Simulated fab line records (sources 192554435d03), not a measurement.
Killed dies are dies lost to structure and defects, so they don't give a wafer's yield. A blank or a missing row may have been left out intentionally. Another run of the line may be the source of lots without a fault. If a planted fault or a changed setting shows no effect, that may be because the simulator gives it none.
fab line records    flow n5-finfet
record lots=7  wafers=21
route steps=1938 shown BEOL_M5@1123 BEOL_M6@1197 BEOL_M7@1267 BEOL_M8@1332
start-h: hours from the record's opening day to when the first of the lot's shown wafers began    wait-h: hours from the lot's prior step to this one    " same as the row above    L1.1+2: a single row standing in for several wafers    - no value present, or no start provided    * or withheld: withheld    < > ~ a bound
route shown NAME@n: names a module that has steps shown in the file, with the first one's number in the route    usual: average and standard deviation across the fault-free wafers    same: alike in all rows    chamber/n: place in a boat    sites: the reading at each site    _std_site: how widely they spread, as a standard deviation    _edge_site: outer sites' mean less inner sites'    radius-mm: how far each site lies from the wafer's centre    mask NAME#n: copy n    behind: tool/chamber where the wafer was last shaped    hold: the reason the lot was held/the length of the hold in hours/how it ended    device: names the non-switching transistor (n, p or np)    end of line: tests of these same wafers at the route's end    a step without rows: its recipe alone    killed: dies lost to structure and defects at the first sort, not the wafer's yield    map: a wafer's dies, marking killed ones x, the rest . and places with no die _
set.NAME: setting as actually run; set.NAME@STEP: the setting as run at that earlier step    model.NAME: the simulator's own value behind a step, which no gauge read
lots where settings were altered on purpose, with a table for each step and a row for each wafer
## steps
# step N5_BEOL_M5_EXPOSE_08
# recipe mask-id=M5  na=0.33  source-shape=annular  sigma-inner=0.4  sigma-outer=0.8  polarization=unpolarized  target-cd-nm=28  dose-mj=35.75
lot.wafer   tool            chamber  start-h  wait-h  mask  set.dose-mj
L080.1+2    euv-scanner-01  0        216.07   -       M5#0  34.43
L080.4      "               0        "        "       M5#0  35.75
L087.1      euv-scanner-02  0        294.49   -       M5#0  35.75
L087.5+6    "               0        "        "       M5#0  36.75
L089.1      euv-scanner-02  0        298.17   -       M5#0  34.18
L089.3+4    "               0        "        "       M5#0  35.75
L093.1+2+5  euv-scanner-02  0        301.55   -       M5#0  35.75
L091.1+3    euv-scanner-01  0        302.07   -       M5#0  35.75
L091.5      "               0        "        "       M5#0  33.09
L092.3+4+5  euv-scanner-02  0        313.60   -       M5#0  35.75
L095.2+3+6  euv-scanner-02  0        313.87   -       M5#0  35.75
# step N5_BEOL_M5_PEB_09
# recipe peb-temp-c=100  peb-time-s=60  resist=CAR-EUV
# step N5_BEOL_M5_DEVELOP_10
# recipe develop-time-s=30  developer=TMAH  resist=CAR-EUV  rinse-liquid=surfactant-rinse  dry=air-spin  dev-temp-c=23
# step N5_BEOL_M5_CD_MEAS_11
# recipe target-cd-nm=27.74  landing-energy-ev=500  detector=se-inlens
# usual cd-nm=28.03/0.25
lot.wafer  tool       chamber  start-h  wait-h  set.dose-mj@BEOL_M5_EXPOSE_08  cd-nm
L080.1     cd-sem-01  0        216.20   -       34.43                          27.10
L080.2     "          0        "        "       34.43                          26.87
L080.4     "          0        "        "       35.75                          27.87
L087.1     cd-sem-01  0        294.62   -       35.75                          27.99
L087.5     "          0        "        "       36.75                          28.55
L087.6     "          0        "        "       36.75                          28.82
L089.1     cd-sem-01  0        298.30   -       34.18                          27.23
L089.3     "          0        "        "       35.75                          28.43
L089.4     "          0        "        "       35.75                          28.01
L093.1     cd-sem-01  0        301.67   -       35.75                          28.52
L093.2     "          0        "        "       35.75                          28.52
L093.5     "          0        "        "       35.75                          28.07
L091.1     cd-sem-01  0        302.19   -       35.75                          28.19
L091.3     "          0        "        "       35.75                          28.33
L091.5     "          0        "        "       33.09                          26.30
L092.3     cd-sem-01  0        313.72   -       35.75                          28.41
L092.4     "          0        "        "       35.75                          27.98
L092.5     "          0        "        "       35.75                          27.89
L095.2     cd-sem-01  0        313.99   -       35.75                          28.20
L095.3     "          0        "        "       35.75                          28.59
L095.6     "          0        "        "       35.75                          28.27
# step N5_BEOL_M5_DESCUM_16
# recipe chemistry=O2  time-s=7  source-power-w=50  bias-power-w=20  pressure-mtorr=20  rf-frequency-hz=2.712e+07  temp-c=40  resist=CAR-EUV  o2-flow-sccm=225
lot.wafer   tool         chamber  start-h  wait-h  set.dose-mj@BEOL_M5_EXPOSE_08  model.BEOL_M5.cd-nm
L080.1      rie-diel-05  2        216.42   0.1     34.43                          27.2
L080.2      "            0        "        "       34.43                          27
L080.4      "            3        "        "       35.75                          28
L087.1      rie-diel-06  2        294.74   0.0     35.75                          27.8
L087.5      "            0        "        "       36.75                          28.4
L087.6      "            3        "        "       36.75                          28.6
L089.1      rie-diel-02  3        298.66   0.3     34.18                          27.2
L089.3      "            2        "        "       35.75                          28.2
L089.4      "            1        "        "       35.75                          28
L093.1      rie-diel-05  2        302.27   0.5     35.75                          28.2
L093.2      "            0        "        "       35.75                          28
L093.5      "            3        "        "       35.75                          27.8
L091.1      rie-diel-02  1        302.85   0.6     35.75                          28.2
L091.3      "            0        "        "       35.75                          27.8
L091.5      "            2        "        "       33.09                          26
L092.3+5    rie-diel-06  2        313.90   0.1     35.75                          27.8
L092.4      "            1        "        "       35.75                          28
L095.2+3+6  rie-diel-06  2,1,2    314.41   0.3     35.75                          28
# step N5_BEOL_M5_ETCH_72
# recipe chemistry=N2/H2  target=underlayer  target-depth-a=65  mask-material=CAR-EUV  time-s=5.2  ion-energy-ev=200  pressure-mtorr=30  source-w=840  bias-w=150  n2-flow-sccm=200  h2-flow-sccm=200  ends=cleared
# step N5_BEOL_M5_ETCH_61
# recipe chemistry=CF4  target=SiARC  target-depth-a=156  mask-material=CAR-EUV  time-s=26  ion-energy-ev=80  pressure-mtorr=40  source-w=545  bias-w=36  Ar_flow_sccm=100  cf4-flow-sccm=100  ends=cleared
lot.wafer  tool         chamber  start-h  wait-h  set.dose-mj@BEOL_M5_EXPOSE_08  model.BEOL_M5.cd-nm
L080.1+2   rie-diel-05  2,0      216.47   0.0     34.43                          27.2
L080.4     "            3        "        "       35.75                          28
L087.1     rie-diel-06  2        294.79   0.0     35.75                          27.8
L087.5     "            0        "        "       36.75                          28.4
L087.6     "            3        "        "       36.75                          28.6
L089.1     rie-diel-02  3        298.71   0.0     34.18                          27.2
L089.3     "            2        "        "       35.75                          28.4
L089.4     "            1        "        "       35.75                          28.2
L093.1     rie-diel-05  2        302.32   0.0     35.75                          28
L093.2     "            0        "        "       35.75                          28.2
L093.5     "            3        "        "       35.75                          27.8
L091.1     rie-diel-02  1        302.90   0.0     35.75                          28.2
L091.3     "            0        "        "       35.75                          27.8
L091.5     "            2        "        "       33.09                          26
L092.3+5   rie-diel-06  2        313.95   0.0     35.75                          28
L092.4     "            1        "        "       35.75                          27.8
L095.2+6   rie-diel-06  2        314.46   0.0     35.75                          28.2
L095.3     "            1        "        "       35.75                          28
# step N5_BEOL_M5_ETCH_62
# recipe chemistry=N2/H2  target=SOC  target-depth-a=750  overetch-a=150  mask-material=SiARC  temp-c=40  time-s=112.5  ion-energy-ev=200  pressure-mtorr=30  source-w=840  bias-w=150  n2-flow-sccm=200  h2-flow-sccm=200
# step N5_BEOL_M5_STRIP_63
# recipe chemistry=N2/H2  temp-c=40  n2-flow-sccm=200  h2-flow-sccm=200  rf-frequency-hz=6e+07
# step N5_BEOL_M5_HM_OPEN_17
# recipe chemistry=Cl2/BCl3  target-depth-a=200  overetch-a=60  target=TiN  mask-material=SOC  ion-energy-ev=150  pressure-mtorr=10  icp-w=1000  bias-w=126  Cl2_flow_sccm=53.25  bcl3-flow-sccm=21.75  Ar_flow_sccm=25
# step N5_BEOL_M5_STRIP_19
# recipe chemistry=O2  power-w=400  temp-c=40  pressure-mtorr=30  rf-frequency-hz=6e+07  bias-power-w=0  overash-fraction=0.2  o2-flow-sccm=225
# step N5_BEOL_M5_CD_MEAS_18
# recipe pitch-nm=56  target-cd-nm=28
# usual cd-nm=27.99/0.28
lot.wafer  tool       chamber  start-h  wait-h  set.dose-mj@BEOL_M5_EXPOSE_08  cd-nm
L080.1     cd-sem-01  -        216.84   0.0     34.43                          26.98
L080.2     "          -        "        "       34.43                          27.05
L080.4     "          -        "        "       35.75                          27.90
L087.1     cd-sem-02  -        295.17   0.0     35.75                          28.34
L087.5     "          -        "        "       36.75                          28.25
L087.6     "          -        "        "       36.75                          28.77
L089.1     cd-sem-02  -        299.29   0.0     34.18                          27.09
L089.3     "          -        "        "       35.75                          28.81
L089.4     "          -        "        "       35.75                          28.32
L093.1     cd-sem-01  -        302.75   0.0     35.75                          28.48
L093.2     "          -        "        "       35.75                          27.98
L093.5     "          -        "        "       35.75                          28.29
L091.1     cd-sem-02  -        303.63   0.0     35.75                          28.19
L091.3     "          -        "        "       35.75                          27.96
L091.5     "          -        "        "       33.09                          25.91
L092.3     cd-sem-02  -        314.45   0.1     35.75                          28.57
L092.4     "          -        "        "       35.75                          28.37
L092.5     "          -        "        "       35.75                          28.43
L095.2     cd-sem-01  -        314.89   0.1     35.75                          28.50
L095.3     "          -        "        "       35.75                          27.63
L095.6     "          -        "        "       35.75                          28.44
# step N5_BEOL_M5_COAT_65
# recipe resist=SOC  temp-c=250  time-s=60  spin-rpm=1500  resist-thk-nm=60
# step N5_BEOL_M5_COAT_66
# recipe resist=SiARC  temp-c=220  time-s=60  spin-rpm=1500  resist-thk-nm=12
# step N5_BEOL_M5_STRIP_85
# recipe chemistry=C4F6/O2  resist=SiARC  rf-frequency-hz=6e+07
# step N5_BEOL_M5_STRIP_36
# recipe chemistry=N2/H2  power-w=450  temp-c=40  pressure-mtorr=20  rf-frequency-hz=6e+07  overash-fraction=0.3  bias-power-w=7  h2-frac=0.5  n2-flow-sccm=200  h2-flow-sccm=200
# step N5_BEOL_M5_TRENCH_ETCH_37
# recipe chemistry=C4F6/O2  target-depth-a=716.52  target=SiCOH_lowk  time-s=24.7  ion-energy-ev=250  pressure-mtorr=30  source-w=345  bias-w=185  Ar_flow_sccm=300  C4F6_flow_sccm=10  O2_flow_sccm=10
lot.wafer  tool         chamber  start-h  wait-h  set.dose-mj@BEOL_M5_EXPOSE_08  model.BEOL_M5.cd-nm
L080.1+2   rie-diel-06  3,2      -        -       34.43                          27.2
L080.4     "            0        "        "       35.75                          27.8
L087.1     rie-diel-06  3        -        -       35.75                          28.2
L087.5     "            2        "        "       36.75                          28.4
L087.6     "            3        "        "       36.75                          28.6
L089.1     rie-diel-02  0        -        -       34.18                          27.2
L089.3     "            1        "        "       35.75                          28.6
L089.4     "            2        "        "       35.75                          28.2
L093.1     rie-diel-06  3        -        -       35.75                          28.4
L093.2     "            0        "        "       35.75                          28.2
L093.5     "            0        "        "       35.75                          28
L091.1     rie-diel-06  0        -        -       35.75                          28.4
L091.3     "            3        "        "       35.75                          28
L091.5     "            3        "        "       33.09                          25.8
L092.3     rie-diel-05  0        -        -       35.75                          28.6
L092.4     "            1        "        "       35.75                          28
L092.5     "            1        "        "       35.75                          28.4
L095.2     rie-diel-02  1        -        -       35.75                          28.4
L095.3     "            2        "        "       35.75                          27.8
L095.6     "            0        "        "       35.75                          28.6
# step N5_BEOL_M6_PECVD_70
# recipe material=SiO2  target-thk-a=200  temp-c=400  precursor=TEOS/O2  pressure-torr=5.5  rf-w=450  teos-flow-sccm=53.8  gas=O2  flow-sccm=3000  time-s=22.7
lot.wafer  tool      chamber  start-h  wait-h  set.temp-c  model.SiO2_of_BEOL_M6_PECVD_70.thk-nm
L080.1+4   pecvd-02  2,1      228.21   0.1     400         20
L080.2     "         0        "        "       389.2       21.2
L087.1     pecvd-01  0        305.22   0.0     391.6       21.2
L087.5     "         1        "        "       391.6       21.8
L087.6     "         2        "        "       400         20.6
L089.1     pecvd-02  0        310.08   0.0     400         19.6
L089.3     "         2        "        "       417         17.2
L089.4     "         1        "        "       400         20
L093.1     pecvd-02  0        313.46   0.0     400         19.2
L093.2     "         2        "        "       415.7       17.6
L093.5     "         2        "        "       415.7       17.8
L091.1     pecvd-03  0        318.97   0.0     400         20.2
L091.3     "         1        "        "       383         22.2
L091.5     "         0        "        "       383         22.6
L092.3+5   pecvd-03  2        325.02   0.0     400         19.8
L092.4     "         0        "        "       400         20.4
L095.2+6   pecvd-02  0        325.99   0.0     400         19.8
L095.3     "         1        "        "       400         19.4
# step N5_BEOL_M6_HM_DEP_02
# recipe material=TiN  target-thk-a=200  temp-c=25  chamber-pressure-pa=0.49996
# step N5_BEOL_M6_COAT_59
# recipe resist=SOC  temp-c=250  time-s=60  spin-rpm=1500  resist-thk-nm=100
# step N5_BEOL_M6_STRIP_80
# recipe chemistry=N2/H2  time-s=10  power-w=450  temp-c=40  pressure-mtorr=20  rf-frequency-hz=6e+07  bias-power-w=7  n2-flow-sccm=200  h2-flow-sccm=200
# step N5_BEOL_M6_HM_STRIP_39
# recipe chemistry=peroxide-tin-strip  material=TiN  target-depth-a=250  temp-c=50  time-s=158
lot.wafer  tool          chamber  start-h  wait-h  set.temp-c@BEOL_M6_PECVD_70  model.SiO2_of_BEOL_M6_PECVD_70.thk-nm
L080.1     wet-bench-02  3        232.51   0.0     400                          19.8
L080.2     "             5        "        "       389.2                        21.2
L080.4     "             0        "        "       400                          20
L087.1     wet-bench-06  0        314.23   0.0     391.6                        21
L087.5     "             7        "        "       391.6                        21.6
L087.6     "             3        "        "       400                          20.4
L089.1     wet-bench-06  3        317.88   0.0     400                          19.4
L089.3     "             4        "        "       417                          17.2
L089.4     "             0        "        "       400                          19.8
L093.1     wet-bench-03  5        318.36   0.0     400                          19
L093.2     "             4        "        "       415.7                        17.4
L093.5     "             0        "        "       415.7                        17.8
L091.1     wet-bench-03  6        323.08   0.0     400                          20
L091.3     "             5        "        "       383                          22
L091.5     "             2        "        "       383                          22.6
L095.2+6   wet-bench-03  5,0      329.57   0.0     400                          19.6
L095.3     "             1        "        "       400                          19.4
L092.3+5   wet-bench-02  0,3      329.68   0.0     400                          19.6
L092.4     "             4        "        "       400                          20.2
# step N5_BEOL_M7_HM_DEP_02
# recipe material=TiN  target-thk-a=200  temp-c=25  chamber-pressure-pa=0.49996
lot.wafer  tool            chamber  start-h  wait-h  set.target-thk-a  model.TiN_of_BEOL_M7_HM_DEP_02.thk-nm
L080.1     pvd-sputter-02  -        236.34   0.2     211.1             21.4
L080.2     "               -        "        "       211.1             21
L080.4     "               -        "        "       200               19.8
L087.1     pvd-sputter-03  -        317.75   0.5     200               20
L087.5     "               -        "        "       188.2             19
L087.6     "               -        "        "       188.2             18.8
L089.1     pvd-sputter-03  -        322.69   1.2     200               20
L089.3     "               -        "        "       185.3             18.8
L089.4     "               -        "        "       185.3             18.4
L093.1     pvd-sputter-03  -        323.25   0.9     200               20
L093.2+5   "               -        "        "       200               20.2
L091.1     pvd-sputter-03  -        329.03   2.6     200               20.2
L091.3+5   "               -        "        "       185.6             18.8
L095.2     pvd-sputter-03  -        335.58   1.6     200               20.2
L095.3     "               -        "        "       200               20
L095.6     "               -        "        "       216.4             21.6
L092.3     pvd-sputter-03  -        335.76   1.5     200               19.8
L092.4     "               -        "        "       200               20.2
L092.5     "               -        "        "       200               20
# step N5_BEOL_M7_COAT_60
# recipe resist=SiARC  temp-c=220  time-s=60  spin-rpm=1500  resist-thk-nm=35
lot.wafer   tool            chamber  start-h  wait-h  set.spin-rpm  model.SiARC_of_BEOL_M7_COAT_60.thk-nm
L080.1      litho-track-01  0        -        -       1500          35.2
L080.2+4    "               0        "        "       1500          35.4
L087.1      litho-track-03  0        -        -       1448          35.8
L087.5      "               0        "        "       1500          35
L087.6      "               0        "        "       1448          35.6
L089.1+3    litho-track-03  0        -        -       1660          33.4
L089.4      "               0        "        "       1500          35
L093.1+5    litho-track-03  0        -        -       1500          35.2
L093.2      "               0        "        "       1500          35
L091.1+3+5  litho-track-01  0        -        -       1500          35.2
L095.2      litho-track-01  0        -        -       1500          35.2
L095.3+6    "               0        "        "       1566          34.2
L092.3+4+5  litho-track-03  0        -        -       1500          35
# step N5_BEOL_M7_COAT_05
# recipe resist=CAR-ArF  spin-rpm=1500  resist-thk-nm=90
# step N5_BEOL_M7_EBR_07
# recipe solvent=PGMEA  ebr-width-mm=1.5
# step N5_BEOL_M7_DESCUM_16
# recipe chemistry=O2  time-s=7.9  source-power-w=50  bias-power-w=20  pressure-mtorr=20  rf-frequency-hz=2.712e+07  temp-c=40  resist=CAR-ArF  o2-flow-sccm=225
# step N5_BEOL_M7_ETCH_61
# recipe chemistry=CF4  target=SiARC  target-depth-a=455  mask-material=CAR-ArF  time-s=75.8  ion-energy-ev=80  pressure-mtorr=40  source-w=545  bias-w=36  Ar_flow_sccm=100  cf4-flow-sccm=100  ends=cleared
lot.wafer  tool         chamber  start-h  wait-h  set.spin-rpm@BEOL_M7_COAT_60  model.CAR-ArF_of_BEOL_M7_COAT_05.thk-nm  model.etch.depth-nm
L080.1     rie-diel-05  2        237.06   0.0     1500                          51.2                                     35.28
L080.2     "            1        "        "       1500                          50.6                                     35.33
L080.4     "            1        "        "       1500                          50.8                                     35.3
L087.1     rie-diel-06  1        318.47   0.0     1448                          50.2                                     35.73
L087.5     "            0        "        "       1500                          50.8                                     35.09
L087.6     "            1        "        "       1448                          50.2                                     35.65
L089.1     rie-diel-06  2        323.31   0.0     1660                          52.8                                     33.3
L089.3     "            3        "        "       1660                          52.4                                     33.47
L089.4     "            1        "        "       1500                          51                                       35.03
L093.1     rie-diel-06  1        323.87   0.0     1500                          51                                       35.16
L093.2     "            2        "        "       1500                          51                                       35.09
L093.5     "            3        "        "       1500                          51.2                                     35.2
L091.1     rie-diel-06  0        329.54   0.0     1500                          51                                       35.16
L091.3     "            2        "        "       1500                          51                                       35.22
L091.5     "            0        "        "       1500                          51                                       35.2
L095.2     rie-diel-05  2        336.22   0.0     1500                          50.8                                     35.15
L095.3     "            0        "        "       1566                          51.8                                     34.27
L095.6     "            2        "        "       1566                          51.8                                     34.26
L092.3     rie-diel-06  0        336.38   0.0     1500                          51.2                                     35
L092.4     "            3        "        "       1500                          50.6                                     34.98
L092.5     "            1        "        "       1500                          50.8                                     34.96
# step N5_BEOL_M7_ETCH_62
# recipe chemistry=N2/H2  target=SOC  target-depth-a=1100  overetch-a=220  mask-material=SiARC  temp-c=40  time-s=165  ion-energy-ev=200  pressure-mtorr=30  source-w=840  bias-w=150  n2-flow-sccm=200  h2-flow-sccm=200
# step N5_BEOL_M7_STRIP_68
# recipe chemistry=N2/H2  temp-c=40  n2-flow-sccm=200  h2-flow-sccm=200  rf-frequency-hz=6e+07
# step N5_BEOL_M7_STRIP_67
# recipe chemistry=CF4  resist=SiARC  power-w=300  bias-power-w=75  pressure-mtorr=50  cf4-flow-sccm=150  rf-frequency-hz=6e+07
# step N5_BEOL_M7_HM_OPEN_17
# recipe chemistry=Cl2/BCl3  target-depth-a=200  overetch-a=60  target=TiN  mask-material=SOC  ion-energy-ev=150  pressure-mtorr=10  icp-w=1000  bias-w=126  Cl2_flow_sccm=53.25  bcl3-flow-sccm=21.75  Ar_flow_sccm=25
lot.wafer  tool          chamber  start-h  wait-h  set.target-thk-a@BEOL_M7_HM_DEP_02  model.etch.depth-nm
L080.1     rie-metal-02  1        237.30   0.0     211.1                               21.41
L080.2     "             0        "        "       211.1                               20.94
L080.4     "             0        "        "       200                                 19.76
L087.1     rie-metal-03  0        318.71   0.0     200                                 20.07
L087.5     "             0        "        "       188.2                               19.01
L087.6     "             1        "        "       188.2                               18.88
L089.1     rie-metal-01  1        323.55   0.0     200                                 20
L089.3     "             1        "        "       185.3                               18.75
L089.4     "             0        "        "       185.3                               18.37
L093.1     rie-metal-01  1        324.11   0.0     200                                 19.94
L093.2     "             0        "        "       200                                 20.12
L093.5     "             1        "        "       200                                 20.2
L091.1     rie-metal-02  1        329.79   0.0     200                                 20.16
L091.3     "             0        "        "       185.6                               18.75
L091.5     "             0        "        "       185.6                               18.76
L095.2     rie-metal-02  1        336.47   0.0     200                                 20.11
L095.3     "             1        "        "       200                                 20.04
L095.6     "             1        "        "       216.4                               21.62
L092.3     rie-metal-01  0        336.65   0.1     200                                 19.74
L092.4     "             1        "        "       200                                 20.11
L092.5     "             1        "        "       200                                 20.02
# step N5_BEOL_M8_ILD_DEP_00
# recipe material=SiCOH_lowk  target-thk-a=1797.5  temp-c=300  precursor=DEMS/porogen  pressure-torr=5  rf-w=500  time-s=33.4
lot.wafer  tool      chamber  start-h  wait-h  set.time-s  model.SiCOH_lowk_of_BEOL_M8_ILD_DEP_00.thk-nm
L080.1     pecvd-04  0        243.05   0.0     33.4        178.4
L080.2     "         2        "        "       33.4        180.2
L080.4     "         0        "        "       30.16       165.2
L087.1     pecvd-04  0        324.25   0.0     33.4        179.6
L087.5     "         2        "        "       33.4        181
L087.6     "         0        "        "       33.4        181.4
L089.1     pecvd-02  1        327.32   0.0     29.86       157
L089.3     "         0        "        "       29.86       160.6
L089.4     "         0        "        "       29.86       164.4
L093.1     pecvd-01  0        327.60   0.0     33.4        180.4
L093.2     "         2        "        "       33.4        177.4
L093.5     "         2        "        "       33.4        179.2
L091.1     pecvd-04  2        334.08   0.0     35.74       192.6
L091.3     "         1        "        "       33.4        179.8
L091.5     "         0        "        "       33.4        185.2
L092.3     pecvd-01  1        343.80   0.0     33.4        178
L092.4+5   "         1,0      "        "       33.4        180.8
L095.2     pecvd-04  1        344.44   0.0     31.93       173.6
L095.3     "         2        "        "       31.93       173.8
L095.6     "         1        "        "       33.4        185.2
# step N5_BEOL_M8_CURE_74
# recipe temp-c=385  time-s=240  ambient=He/Ar  material=SiCOH_lowk
lot.wafer  tool        chamber  start-h  wait-h  set.time-s@BEOL_M8_ILD_DEP_00  model.SiCOH_lowk_of_BEOL_M8_ILD_DEP_00.thk-nm
L080.1     uv-cure-03  0        243.12   0.0     33.4                           153.8
L080.2     "           0        "        "       33.4                           155.4
L080.4     "           0        "        "       30.16                          142.4
L087.1     uv-cure-03  0        324.33   0.1     33.4                           154.8
L087.5     "           0        "        "       33.4                           156.2
L087.6     "           0        "        "       33.4                           156.4
L089.1     uv-cure-01  2        327.38   0.0     29.86                          135.2
L089.3     "           2        "        "       29.86                          138.4
L089.4     "           2        "        "       29.86                          141.6
L093.1     uv-cure-02  0        327.66   0.0     33.4                           155.6
L093.2     "           0        "        "       33.4                           153
L093.5     "           0        "        "       33.4                           154.6
L091.1     uv-cure-01  1        334.14   0.0     35.74                          166.2
L091.3     "           1        "        "       33.4                           155.2
L091.5     "           1        "        "       33.4                           159.6
L092.3     uv-cure-03  0        344.03   0.2     33.4                           153.6
L092.4+5   "           0        "        "       33.4                           156
L095.2     uv-cure-02  1        344.58   0.1     31.93                          149.6
L095.3     "           1        "        "       31.93                          149.8
L095.6     "           1        "        "       33.4                           159.8
# step N5_BEOL_M8_THK_MEAS_01
# recipe reads=SiCOH_lowk_of_BEOL_M8_ILD_DEP_00
# usual M8_ILD_THK=155.6/2.1
lot.wafer  tool           chamber  start-h  wait-h  set.time-s@BEOL_M8_ILD_DEP_00  M8_ILD_THK[nm]
L080.1     film-metro-02  -        243.64   0.4     33.4                           153.8
L080.2     "              -        "        "       33.4                           155.3
L080.4     "              -        "        "       30.16                          142.2
L087.1     film-metro-01  -        324.85   0.4     33.4                           154.7
L087.5     "              -        "        "       33.4                           156.2
L087.6     "              -        "        "       33.4                           156.4
L093.1     film-metro-02  -        328.17   0.4     33.4                           155.4
L093.2     "              -        "        "       33.4                           153.1
L093.5     "              -        "        "       33.4                           154.6
L089.1     film-metro-02  -        328.37   0.8     29.86                          135.3
L089.3     "              -        "        "       29.86                          138.3
L089.4     "              -        "        "       29.86                          141.7
L091.1     film-metro-02  -        335.39   1.1     35.74                          166.2
L091.3     "              -        "        "       33.4                           155.1
L091.5     "              -        "        "       33.4                           159.6
L092.3     film-metro-02  -        344.38   0.3     33.4                           153.5
L092.4     "              -        "        "       33.4                           155.9
L092.5     "              -        "        "       33.4                           155.9
L095.2     film-metro-02  -        345.01   0.4     31.93                          149.6
L095.3     "              -        "        "       31.93                          149.7
L095.6     "              -        "        "       33.4                           159.8
## key
split step=N5_BEOL_M5_EXPOSE_08  setting=dose-mj  stated=35.75  by=wafer
response step=N5_BEOL_M5_CD_MEAS_11  reading=cd-nm  change=+0.251  per=1%  r=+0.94
response step=N5_BEOL_M5_DESCUM_16  reading=model.BEOL_M5.cd-nm  change=+0.251  per=1%  r=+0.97
response step=N5_BEOL_M5_ETCH_61  reading=model.BEOL_M5.cd-nm  change=+0.256  per=1%  r=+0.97
response step=N5_BEOL_M5_CD_MEAS_18  reading=cd-nm  change=+0.274  per=1%  r=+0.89
response step=N5_BEOL_M5_TRENCH_ETCH_37  reading=model.BEOL_M5.cd-nm  change=+0.272  per=1%  r=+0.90
split step=N5_BEOL_M6_PECVD_70  setting=temp-c  stated=400  by=wafer
response step=N5_BEOL_M6_PECVD_70  reading=model.SiO2_of_BEOL_M6_PECVD_70.thk-nm  change=-0.497  per=1%  r=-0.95
response step=N5_BEOL_M6_HM_STRIP_39  reading=model.SiO2_of_BEOL_M6_PECVD_70.thk-nm  change=-0.488  per=1%  r=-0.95
split step=N5_BEOL_M7_HM_DEP_02  setting=target-thk-a  stated=200  by=wafer
response step=N5_BEOL_M7_HM_DEP_02  reading=model.TiN_of_BEOL_M7_HM_DEP_02.thk-nm  change=+0.197  per=1%  r=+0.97
response step=N5_BEOL_M7_HM_OPEN_17  reading=model.etch.depth-nm  change=+0.201  per=1%  r=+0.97
split step=N5_BEOL_M7_COAT_60  setting=spin-rpm  stated=1500  by=wafer
response step=N5_BEOL_M7_COAT_60  reading=model.SiARC_of_BEOL_M7_COAT_60.thk-nm  change=-0.165  per=1%  r=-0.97
response step=N5_BEOL_M7_ETCH_61  reading=model.CAR-ArF_of_BEOL_M7_COAT_05.thk-nm  change=+0.162  per=1%  r=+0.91
response step=N5_BEOL_M7_ETCH_61  reading=model.etch.depth-nm  change=-0.162  per=1%  r=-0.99
split step=N5_BEOL_M8_ILD_DEP_00  setting=time-s  stated=33.4  by=wafer
response step=N5_BEOL_M8_ILD_DEP_00  reading=model.SiCOH_lowk_of_BEOL_M8_ILD_DEP_00.thk-nm  change=+1.59  per=1%  r=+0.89
response step=N5_BEOL_M8_CURE_74  reading=model.SiCOH_lowk_of_BEOL_M8_ILD_DEP_00.thk-nm  change=+1.38  per=1%  r=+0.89
response step=N5_BEOL_M8_THK_MEAS_01  reading=M8_ILD_THK  change=+1.39  per=1%  r=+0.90
